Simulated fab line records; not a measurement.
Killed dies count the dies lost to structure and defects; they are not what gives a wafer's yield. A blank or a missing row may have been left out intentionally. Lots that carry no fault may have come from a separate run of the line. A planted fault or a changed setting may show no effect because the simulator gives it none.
A single fault, viewed from 2 desks	flow n5-finfet	only its own numbers are on each desk; what lay behind them is given at the end

## AT THE METROLOGY DESK
What the gauges read, lot by lot, whatever tool the lot ran on: means of the sampled wafers that have a number. The brackets show how far a lot's mean lies from the usual mean; more than 4 standard deviations puts the lot out of limits, marked OUT. Of its 11 readings 7 are shown: those that lie furthest out on some lot.
Columns: A = GC_FILL_THK at N5_GATE_CUT_THK_MEAS_24, usual 218.9 nm; B = DIBL_P at N5_BEOL_M4_RC_MEAS_101, usual 36.1 mV/V; C = IOFF_N at N5_BEOL_M4_RC_MEAS_101, usual 0.153 nA/um; D = IOFF_P at N5_BEOL_M4_RC_MEAS_101, usual 0.215 nA/um; E = ION_P at N5_BEOL_M4_RC_MEAS_101, usual 463 uA/um; F = VT_N at N5_BEOL_M4_RC_MEAS_101, usual 250.6 mV; G = VT_P at N5_BEOL_M4_RC_MEAS_101, usual -249 mV
lot	first seen here	A	B	C	D	E	F	G
L922	day 4 22:20	219.3	35.2	0.153	0.241	477	250.2	-245
L927	day 6 04:01	217.5	36.5	0.154	0.244	473	251.2	-244
L930	day 6 21:11	218.6	37.5	0.158	0.202	458	248.9	-251
L936	day 8 11:09	221.6	36.4	0.147	0.210	464	251.0	-251
L937	day 8 15:08	223.6	32.9	0.121	0.154	452	253.4	-256
L941	day 9 15:48	217.6	35.0	0.122	0.181	458	254.2	-252
L942	day 10 00:59	220.5	36.9	0.161	0.238	472	251.0	-248
L943	day 10 03:18	218.0	34.3	0.138	0.191	463	252.5	-252
This desk found nothing out of limits on any of the 8 lots.

## TOOL OWNER'S DESK, pecvd-02
The tool's own readings at N5_GATE_CUT_HM_DEP_46 (deposits SiO2 from TEOS/O2, target thk 130 nm, time 26.6 s): means of the sampled wafers that have a number, for each lot that ran on this tool. The brackets show how far a lot's mean lies from the usual mean; more than 4 standard deviations puts the lot out of limits, marked OUT.
Columns: A = heater-power-w at N5_GATE_CUT_HM_DEP_46, usual 550 W; B = showerhead-plenum-p-Torr at N5_GATE_CUT_HM_DEP_46, usual 8.33 Torr; C = throttle-valve-pct at N5_GATE_CUT_HM_DEP_46, usual 18.5 %
lot	first seen here	A	B	C
L927	day 6 00:29	576	8.34	18.2
L930	day 6 17:55	598	8.33	18.2
L936	day 8 07:53	612	8.31	17.9
L937	day 8 11:55	530	8.31	18.4
This desk found nothing out of limits on any of the 4 lots.

## ALL TOGETHER
At the metrology desk, nothing out of limits was observed.
The tool owner's desk saw nothing out of limits.

## WHAT THE SIMULATOR PUT IN
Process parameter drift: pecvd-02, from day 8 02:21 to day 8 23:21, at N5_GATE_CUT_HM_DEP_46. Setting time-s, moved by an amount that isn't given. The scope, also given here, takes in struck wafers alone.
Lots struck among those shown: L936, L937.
